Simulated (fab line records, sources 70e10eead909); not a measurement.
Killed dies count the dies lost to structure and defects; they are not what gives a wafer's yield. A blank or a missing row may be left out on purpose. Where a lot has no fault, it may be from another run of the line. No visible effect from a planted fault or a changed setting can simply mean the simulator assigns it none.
Chamber matching | flow nandHarc | NHARC_P_CONTACT_CMP_24 on cmp-02: 4 sister chambers
The step polishes, t overpolish 30 s, target thk 200 nm. 16 wafers are shown with their chamber, then 8 later ones without.

== WAFERS, EACH WITH ITS CHAMBER ==
wafer  | chamber | motorCurrentA (A) | edgeZonePressureFrac | overpolishRunS (s)
L076.1 | 3       | 13.2              | 1.007                | 30.011
L076.2 | 1       | 12.5              | 1.000                | 30.002
L076.3 | 2       | 11.0              | 0.995                | 29.999
L077.1 | 0       | 11.5              | 0.996                | 30.001
L077.4 | 3       | 12.6              | 1.003                | 30.008
L077.5 | 2       | 10.7              | 0.997                | 30.002
L078.2 | 1       | 11.7              | 1.001                | 29.984
L078.3 | 0       | 10.4              | 1.000                | 29.985
L078.5 | 0       | 10.7              | 1.002                | 29.983
L082.1 | 3       | 12.9              | 0.999                | 29.983
L082.4 | 1       | 12.4              | 0.992                | 29.991
L082.6 | 3       | 12.4              | 0.999                | 29.997
L085.2 | 1       | 12.7              | 0.992                | 30.000
L085.5 | 1       | 13.0              | 0.991                | 30.005
L085.6 | 0       | 11.5              | 1.002                | 30.005
L086.2 | 2       | 11.0              | 0.998                | 30.007

SIGNATURES (averages over the wafers above)
reading              | chamber 0 | chamber 1 | chamber 2 | chamber 3 | scatter within a chamber
motorCurrentA        | 11.025    | 12.460    | 10.900    | 12.775    | 0.438
edgeZonePressureFrac | 1.00000   | 0.99520   | 0.99667   | 1.00200   | 0.00374
overpolishRunS       | 29.99350  | 29.99640  | 30.00267  | 29.99975  | 0.00995
Rule: distance of a wafer from a chamber = root of the sum over the readings of ((wafer's reading minus chamber's mean) / reading's scatter) squared. If the next closest chamber is less than 2 further off than the closest, the wafer can't be placed; otherwise it belongs to the closest. The scatter: the root of (the sum of the squares of (reading less its chamber's mean) over the shown wafers, divided by (wafers less chambers)).

== WAFERS MISSING THEIR CHAMBER ==
wafer  | motorCurrentA (A) | edgeZonePressureFrac | overpolishRunS (s)
L086.4 | 12.7              | 0.999                | 29.997
L086.5 | 11.5              | 0.994                | 29.990
L092.2 | 12.5              | 0.998                | 30.006
L092.4 | 11.4              | 0.999                | 29.994
L092.6 | 10.7              | 1.004                | 30.001
L093.1 | 11.0              | 0.995                | 30.002
L093.5 | 11.0              | 1.006                | 30.002
L093.6 | 11.7              | 0.999                | 30.004

== CHAMBER TAKEN BY EACH ==
wafer  | from the rows above               | in truth
L086.4 | can't be placed: 3 or 1           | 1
L086.5 | can't be placed: 0 or 2 or 1 or 3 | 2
L092.2 | can't be placed: 1 or 3           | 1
L092.4 | can't be placed: 0 or 2 or 1      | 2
L092.6 | can't be placed: 0 or 2           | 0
L093.1 | can't be placed: 2 or 0           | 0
L093.5 | can't be placed: 0 or 2           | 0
L093.6 | can't be placed: 0 or 2 or 1 or 3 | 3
0 of 8 placed correctly. Unplaceable from these rows: 8, with the true chamber sitting among the candidates in 8. Wrongly placed: 0.
